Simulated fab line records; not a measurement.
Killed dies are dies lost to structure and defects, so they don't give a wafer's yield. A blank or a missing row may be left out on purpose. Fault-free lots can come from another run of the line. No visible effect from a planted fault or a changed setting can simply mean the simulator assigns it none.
A struck lot beside a sound one    flow n5-finfet    13 steps out of a route of 1938
Sound: wafers L210.2, L210.4, L210.6. Struck: wafer L225.4; the same lot's L225.1 was not struck, so it is left out; see the end for the cause.
Per side, at each step with rows, come the tool, then ch with its chambers, and then its first start. Under that, the readings that differ: sound wafers    struck wafers    difference of the means    sigmas: that difference in standard deviations of wafers without a fault.
alike: a reading whose means differ by less than 2 such deviations, as well as words and numbers matching on both sides. not compared: withheld readings; readings where some wafer has no value; bounds like >300 that might hide an equal value; numbers whose values overlap and for which the record gives no deviation.
A row with sigmas, a row that says differs or no value, or rows on one side alone: a step with any of these is where the two part. When numbers do not overlap yet have no deviation, they are printed without sigmas and do not part them. Lack of a reading on every wafer of one side parts them only where that side has two or more wafers.

first, 9 steps without rows for these wafers: N5_BEOL_M0_CUTY_DESCUM_61 (chemistry O2, time 7.9 s); N5_BEOL_M0_CUTY_ETCH_62 (etches SiARC in CF4, time 58.5 s); N5_BEOL_M0_CUTY_ETCH_63 (etches SOC in N2/H2, target depth 82.7 nm, overetch 16.5 nm, time 124 s); N5_BEOL_M0_CUTY_STRIP_64 (strips in N2/H2); N5_BEOL_M0_ETCH_138 (etches SiCN in CH3F/O2, target depth 12 nm, time 31.6 s); N5_BEOL_M0_HM_OPEN_105 (chemistry Cl2/BCl3, target TiN, target depth 12 nm); N5_BEOL_M0_STRIP_140 (strips in CF4); N5_BEOL_M0_STRIP_104 (strips in N2/H2); N5_BEOL_M0_WET_ETCH_106 (etches SiO2 in DHF, target depth 130 nm, rinse time 30 s).
N5_BEOL_M0_ETCH_128: etches SiCN in CF4/N2, target depth 12 nm, overetch 5.1 nm, time 21.4 s.
  sound on rie-diel-05 ch 1,2, day 5 23:09; struck on rie-diel-05 ch 3, day 9 23:05
reading                                          sound              struck  difference  sigmas
rf-vpp-V (V)                                     383.3 386.3 383.4  380.7   -3.6        -2
showerhead-plenum-p-Torr (Torr)                  2.22 2.28 2.28     2.13    -0.13       -2
model.TiN_of_BEOL_M0_SAQP_HM_DEP_02.thk-nm (nm)  10.8 10.8 10.6     10.2    -0.5        
  alike: drypump-motor-current-A, oes-product-au, throttle-valve-pct
  not compared: rf-hours-counter-h
N5_BEOL_M0_TRENCH_ETCH_107: etches SiOC in C4F6/O2, target depth 32.8 nm, time 16.4 s.
  sound on rie-diel-05 ch 1,2, day 5 23:11; struck on rie-diel-05 ch 3, day 9 23:08
reading                                          sound           struck  difference  sigmas
showerhead-plenum-p-Torr (Torr)                  2.86 2.94 2.94  2.76    -0.15       -2
model.TiN_of_BEOL_M0_SAQP_HM_DEP_02.thk-nm (nm)  9.4 9.4 9.4     8.8     -0.6        
  alike: drypump-motor-current-A, oes_o_777_au, oes-product-au, rf-vpp-V, throttle-valve-pct
  not compared: rf-hours-counter-h
then, 1 step without rows for these wafers: N5_BEOL_M0_STRIP_142 (strips in N2/H2, time 10 s).
-- the record jumps here: 3 days lie between the struck wafers' starts before and after (it left off in module BEOL_M0 and takes up again in module BEOL_M4, whose first step shown is number 1111 of the route) --
N5_BEOL_M4_RC_MEAS_101:
  sound on prober-01 ch 0, day 8 17:20; struck on prober-02 ch 0, day 13 08:41
  alike: DIBL_N, DIBL_P, IOFF_N, IOFF_P, ION_N, ION_P, SS_N, SS_P, VT_N, VT_P

== WHERE THEY PART ==
Earliest at N5_BEOL_M0_ETCH_128; latest, in this record, at N5_BEOL_M0_TRENCH_ETCH_107. Later steps at which nothing parts them and some readings are alike: N5_BEOL_M4_RC_MEAS_101.

WHY: whatever the simulator had introduced
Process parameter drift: rie-diel-05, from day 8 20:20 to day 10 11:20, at N5_BEOL_M0_ETCH_128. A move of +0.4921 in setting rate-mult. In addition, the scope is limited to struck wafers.
